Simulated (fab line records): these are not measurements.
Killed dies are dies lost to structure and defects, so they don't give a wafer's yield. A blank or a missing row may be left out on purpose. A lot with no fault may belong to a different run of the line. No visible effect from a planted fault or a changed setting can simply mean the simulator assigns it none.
Split-lot experiment || flow n5-finfet || 21 wafers read across 7 lots, on a route 1938 steps long

ABOUT THE SPLIT
At N5_BEOL_M1_PECVD_72 (deposits SiO2 from TEOS/O2, target thk 16 nm, time 18 s), the setting time-s was moved away from the recipe's 18 s on 10 of the 21 wafers read, by -9.1% to +12.2%. The other wafers ran this setting at the recipe's value.

FROM THE SPLIT TO THE READING: what the file shows between them, 8 steps
- N5_BEOL_M1_COAT_05: resist thk 30 nm (also split here: spin-rpm)
- N5_BEOL_M1_EBR_07
- N5_BEOL_M1_SOFTBAKE_06: time 60 s
- N5_BEOL_M1_DESCUM_16: chemistry O2, time 7 s
- N5_BEOL_M1_ETCH_74: etches underlayer in N2/H2, target depth 6.5 nm, time 5.2 s
- N5_BEOL_M1_ETCH_63: etches SiARC in CF4, target depth 15.6 nm, time 26 s
- N5_BEOL_M1_ETCH_64: etches SOC in N2/H2, target depth 75 nm, overetch 15 nm, time 112.5 s
- N5_BEOL_M1_STRIP_97: strips in N2/H2, time 10 s

THE READING
SiO2_of_BEOL_M1_PECVD_72.thk-nm (the simulator's own value, which no gauge read), in nm, at N5_BEOL_M1_HM_STRIP_39 (strips TiN in peroxide tin strip, target depth 25 nm, time 158 s). The file gives no usual value for it. Average 15.9 nm, standard deviation 0.12 nm, over the 11 wafers here run with the recipe.

{"wafer": "L075.2", "tool, chamber at the split": "pecvd-01, 2", "time-s as run, s": 18, "against the recipe": "recipe", "SiO2_of_BEOL_M1_PECVD_72.thk-nm, nm": 15.6, "against lot-mates on the recipe": "-"}
{"wafer": "L075.4", "tool, chamber at the split": "pecvd-01, 0", "time-s as run, s": 17.28, "against the recipe": "-4.0%", "SiO2_of_BEOL_M1_PECVD_72.thk-nm, nm": 15, "against lot-mates on the recipe": -0.7}
{"wafer": "L075.5", "tool, chamber at the split": "pecvd-01, 2", "time-s as run, s": 18, "against the recipe": "recipe", "SiO2_of_BEOL_M1_PECVD_72.thk-nm, nm": 15.8, "against lot-mates on the recipe": "-"}
{"wafer": "L081.4", "tool, chamber at the split": "pecvd-01, 0", "time-s as run, s": 18.94, "against the recipe": "+5.2%", "SiO2_of_BEOL_M1_PECVD_72.thk-nm, nm": 16.4, "against lot-mates on the recipe": "no lot-mate on the recipe"}
{"wafer": "L081.5", "tool, chamber at the split": "pecvd-01, 2,1", "time-s as run, s": 18.94, "against the recipe": "+5.2%", "SiO2_of_BEOL_M1_PECVD_72.thk-nm, nm": 16.8, "against lot-mates on the recipe": "no lot-mate on the recipe"}
{"wafer": "L081.6", "tool, chamber at the split": "pecvd-01, 2,1", "time-s as run, s": 18.94, "against the recipe": "+5.2%", "SiO2_of_BEOL_M1_PECVD_72.thk-nm, nm": 16.8, "against lot-mates on the recipe": "no lot-mate on the recipe"}
{"wafer": "L082.2", "tool, chamber at the split": "pecvd-03, 0", "time-s as run, s": 18, "against the recipe": "recipe", "SiO2_of_BEOL_M1_PECVD_72.thk-nm, nm": 15.8, "against lot-mates on the recipe": "-"}
{"wafer": "L082.3", "tool, chamber at the split": "pecvd-03, 2", "time-s as run, s": 20.2, "against the recipe": "+12.2%", "SiO2_of_BEOL_M1_PECVD_72.thk-nm, nm": 17.6, "against lot-mates on the recipe": "+1.8"}
{"wafer": "L082.6", "tool, chamber at the split": "pecvd-03, 0", "time-s as run, s": 20.2, "against the recipe": "+12.2%", "SiO2_of_BEOL_M1_PECVD_72.thk-nm, nm": 18.2, "against lot-mates on the recipe": "+2.4"}
{"wafer": "L085.1", "tool, chamber at the split": "pecvd-01, 2", "time-s as run, s": 18, "against the recipe": "recipe", "SiO2_of_BEOL_M1_PECVD_72.thk-nm, nm": 15.8, "against lot-mates on the recipe": "-"}
{"wafer": "L085.2", "tool, chamber at the split": "pecvd-01, 1", "time-s as run, s": 19.83, "against the recipe": "+10.2%", "SiO2_of_BEOL_M1_PECVD_72.thk-nm, nm": 17.6, "against lot-mates on the recipe": "+1.7"}
{"wafer": "L085.5", "tool, chamber at the split": "pecvd-01, 1", "time-s as run, s": 18, "against the recipe": "recipe", "SiO2_of_BEOL_M1_PECVD_72.thk-nm, nm": 16, "against lot-mates on the recipe": "-"}
{"wafer": "L088.2", "tool, chamber at the split": "pecvd-04, 0", "time-s as run, s": 16.36, "against the recipe": "-9.1%", "SiO2_of_BEOL_M1_PECVD_72.thk-nm, nm": 14, "against lot-mates on the recipe": "no lot-mate on the recipe"}
{"wafer": "L088.5", "tool, chamber at the split": "pecvd-04, 0,1", "time-s as run, s": 16.36, "against the recipe": "-9.1%", "SiO2_of_BEOL_M1_PECVD_72.thk-nm, nm": 14.4, "against lot-mates on the recipe": "no lot-mate on the recipe"}
{"wafer": "L088.6", "tool, chamber at the split": "pecvd-04, 0,1", "time-s as run, s": 16.36, "against the recipe": "-9.1%", "SiO2_of_BEOL_M1_PECVD_72.thk-nm, nm": 14.4, "against lot-mates on the recipe": "no lot-mate on the recipe"}
{"wafer": "L093.2", "tool, chamber at the split": "pecvd-04, 2", "time-s as run, s": 18, "against the recipe": "recipe", "SiO2_of_BEOL_M1_PECVD_72.thk-nm, nm": 15.8, "against lot-mates on the recipe": "-"}
{"wafer": "L093.4", "tool, chamber at the split": "pecvd-04, 0,1", "time-s as run, s": 18, "against the recipe": "recipe", "SiO2_of_BEOL_M1_PECVD_72.thk-nm, nm": 16, "against lot-mates on the recipe": "-"}
{"wafer": "L093.6", "tool, chamber at the split": "pecvd-04, 0,1", "time-s as run, s": 18, "against the recipe": "recipe", "SiO2_of_BEOL_M1_PECVD_72.thk-nm, nm": 16, "against lot-mates on the recipe": "-"}
{"wafer": "L095.1", "tool, chamber at the split": "pecvd-01, 2,0,0", "time-s as run, s": 18, "against the recipe": "recipe", "SiO2_of_BEOL_M1_PECVD_72.thk-nm, nm": 15.8, "against lot-mates on the recipe": "-"}
{"wafer": "L095.3", "tool, chamber at the split": "pecvd-01, 2,0,0", "time-s as run, s": 18, "against the recipe": "recipe", "SiO2_of_BEOL_M1_PECVD_72.thk-nm, nm": 15.8, "against lot-mates on the recipe": "-"}
{"wafer": "L095.4", "tool, chamber at the split": "pecvd-01, 2,0,0", "time-s as run, s": 18, "against the recipe": "recipe", "SiO2_of_BEOL_M1_PECVD_72.thk-nm, nm": 16, "against lot-mates on the recipe": "-"}
Where a row lists several chambers, the file gives one row for several wafers and doesn't say which wafer went through which chamber.

FIT RESULTS
A straight line over all 21 wafers: SiO2_of_BEOL_M1_PECVD_72.thk-nm changes by +0.171 nm for each +1% of time-s; r = +0.99; the points scatter about the line by 0.18 nm.
The same after taking each lot's own level away (the mean of its wafers on the recipe; 15 wafers): +0.171 nm for each +1%; r = +0.99; scatter 0.15 nm.
That fit puts the effect of the largest move of time-s on the reading at 2.1 nm.
Across the lots, their own levels run from 15.70 to 15.93 nm, a range of 1.9 times the standard deviation given above.
So the lot-to-lot level changes the slope little: the two slopes agree.
Check: +2.25 nm against its lot-mates is what the line predicts for one of the wafers moved furthest among these (+12.2%) when that wafer is left out of the fit. Against them it came out at +1.8 nm.

THE OTHER SPLITS THESE WAFERS WENT THROUGH
Note: prior to the reading, these wafers also went through further splits. Each is held against what the fit with the lots' levels taken away leaves over:
{"other split on the same wafers": "N5_BEOL_M0_SAQP_ETCH_106 target-depth-a", "wafers away from the commonest value": 11, "r with SiO2_of_BEOL_M1_PECVD_72.thk-nm (lot level and that fit taken away)": "+0.07"}
{"other split on the same wafers": "N5_BEOL_M1_COAT_05 spin-rpm", "wafers away from the commonest value": 9, "r with SiO2_of_BEOL_M1_PECVD_72.thk-nm (lot level and that fit taken away)": -0.27}

THE WHOLE CHAIN: every reading that the file lists as answering this split, in the file's order
{"step": "N5_BEOL_M1_PECVD_72", "what it does": "deposits SiO2 from TEOS/O2, target thk 16 nm, time 18 s", "reading": "SiO2_of_BEOL_M1_PECVD_72.thk-nm (the simulator's own value, which no gauge read)", "change (the file's fit)": "+0.158 nm for each +1% of the setting", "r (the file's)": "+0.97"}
{"step": "N5_BEOL_M1_HM_STRIP_39", "what it does": "strips TiN in peroxide tin strip, target depth 25 nm, time 158 s", "reading": "SiO2_of_BEOL_M1_PECVD_72.thk-nm (the simulator's own value, which no gauge read)", "change (the file's fit)": "+0.17 nm for each +1% of the setting", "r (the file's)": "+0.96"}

FILE'S OWN FIT
SiO2_of_BEOL_M1_PECVD_72.thk-nm changes by +0.17 nm for each +1% of time-s, r = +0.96.
